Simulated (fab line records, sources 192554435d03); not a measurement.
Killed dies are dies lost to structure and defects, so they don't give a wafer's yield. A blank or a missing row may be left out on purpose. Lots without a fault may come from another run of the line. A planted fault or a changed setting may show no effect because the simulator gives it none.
Chamber matching | flow n5_finfet | N5_BEOL_M2_ALD_84 on ald_metal-04: 4 sister chambers
The step deposits TaN, pulse time 2 s, purge time 3 s, co reactant purge time 2 s. 4 wafers are shown with their chamber, then 9 later ones without.

WAFERS WITH THEIR CHAMBER
wafer  | chamber | heater_power_w (W)
L080.3 | 1       | 381
L083.1 | 3       | 386
L083.3 | 0       | 386
L083.6 | 2       | 396

WAFERS WITHOUT THEIR CHAMBER
wafer  | heater_power_w (W)
L084.1 | 399
L084.2 | 384
L084.5 | 402
L087.1 | 392
L087.2 | 386
L087.3 | 382
L097.2 | 381
L097.4 | 388
L097.5 | 408

WHICH CHAMBER EACH WENT THROUGH
wafer  | from the rows above               | in truth
L084.1 | 2                                 | 2
L084.2 | can't be placed: 0 or 3 or 1      | 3
L084.5 | 2                                 | 2
L087.1 | can't be placed: 2 or 0 or 3 or 1 | 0
L087.2 | can't be placed: 0 or 3 or 1      | 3
L087.3 | can't be placed: 1 or 0 or 3      | 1
L097.2 | can't be placed: 1 or 0 or 3      | 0
L097.4 | can't be placed: 0 or 3 or 1 or 2 | 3
L097.5 | 2                                 | 2
Placed correctly: 3 of 9. Can't be placed from these rows: 6 (the true chamber is among the candidates in 6). Placed wrongly: 0.
How it was worked out, from the rows above alone: a wafer's distance from a chamber is the root of the sum, over the readings, of the square of ((its reading less the chamber's mean) divided by the reading's scatter). The wafer belongs to the nearest chamber; if the next one is less than 2 further off, it can't be placed. A chamber's mean is the mean of its shown wafers. The scatter: with one shown wafer a chamber, the root of the mean of the squares of how far each hidden wafer lies from its nearest shown one.
